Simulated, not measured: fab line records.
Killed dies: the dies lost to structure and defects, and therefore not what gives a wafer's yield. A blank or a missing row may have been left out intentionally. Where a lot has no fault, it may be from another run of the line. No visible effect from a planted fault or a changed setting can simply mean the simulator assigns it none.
Matching of chambers | flow n5 finfet | N5_BEOL_M2_ETCH_63 on rie diel-01: 4 sister chambers
The step etches SiARC in CF4, target depth 15.6 nm, time 26 s. 18 wafers are shown with their chamber, then 9 later ones without.

== EACH WAFER AND ITS CHAMBER ==
wafer  | chamber | showerhead plenum p Torr (Torr) | drypump motor current A (A) | throttle valve pct (%)
L074.1 | 0       | 2.08                            | 5.2                         | 15.54
L074.2 | 2       | 2.22                            | 6.1                         | 15.71
L074.3 | 3       | 2.21                            | 5.2                         | 16.04
L075.1 | 3       | 2.21                            | 5.2                         | 16.04
L075.3 | 0       | 2.08                            | 5.2                         | 15.57
L075.5 | 3       | 2.21                            | 5.2                         | 16.04
L077.1 | 0       | 2.08                            | 5.1                         | 15.56
L077.3 | 2       | 2.22                            | 6.1                         | 15.74
L077.5 | 1       | 2.10                            | 5.9                         | 15.41
L078.1 | 3       | 2.21                            | 5.3                         | 16.04
L078.5 | 0       | 2.08                            | 5.1                         | 15.57
L078.6 | 3       | 2.21                            | 5.2                         | 16.06
L080.2 | 1       | 2.10                            | 5.9                         | 15.43
L080.3 | 0       | 2.08                            | 5.1                         | 15.57
L080.6 | 3       | 2.21                            | 5.2                         | 16.07
L082.2 | 3       | 2.21                            | 5.3                         | 16.07
L082.3 | 2       | 2.21                            | 6.1                         | 15.75
L082.5 | 0       | 2.08                            | 5.1                         | 15.58

SIGNATURES (means of the wafers above)
reading                  | chamber 0 | chamber 1 | chamber 2 | chamber 3 | scatter within a chamber
showerhead plenum p Torr | 2.0800    | 2.1000    | 2.2167    | 2.2100    | 0.00218
drypump motor current A  | 5.133     | 5.900     | 6.100     | 5.229     | 0.0444
throttle valve pct       | 15.5650   | 15.4200   | 15.7333   | 16.0514   | 0.0154
Rule: a wafer lies at a distance from a chamber equal to the root of the sum of squares, over the readings, of (its reading less the chamber's mean, divided by the reading's scatter). If the next closest chamber is less than 2 further off than the closest, the wafer can't be placed; otherwise it belongs to the closest. The scatter: the root of (the sum of the squares of (reading less its chamber's mean) over the shown wafers, divided by (wafers less chambers)).

== WAFERS WITH NO CHAMBER GIVEN ==
wafer  | showerhead plenum p Torr (Torr) | drypump motor current A (A) | throttle valve pct (%)
L083.2 | 2.08                            | 5.1                         | 15.58
L083.3 | 2.10                            | 5.9                         | 15.43
L083.6 | 2.21                            | 6.1                         | 15.77
L088.2 | 2.20                            | 5.2                         | 16.12
L088.3 | 2.07                            | 5.1                         | 15.63
L088.5 | 2.10                            | 5.9                         | 15.44
L093.3 | 2.20                            | 5.2                         | 16.13
L093.5 | 2.09                            | 5.9                         | 15.47
L093.6 | 2.21                            | 6.1                         | 15.81

== THE CHAMBER EACH PASSED THROUGH ==
wafer  | from the rows above | in truth
L083.2 | 0                   | 0
L083.3 | 1                   | 1
L083.6 | 2                   | 2
L088.2 | 3                   | 3
L088.3 | 0                   | 0
L088.5 | 1                   | 1
L093.3 | 3                   | 3
L093.5 | 1                   | 1
L093.6 | 2                   | 2
Placed correctly: 9 of 9. Can't be placed from these rows: 0. Number placed wrongly: 0.
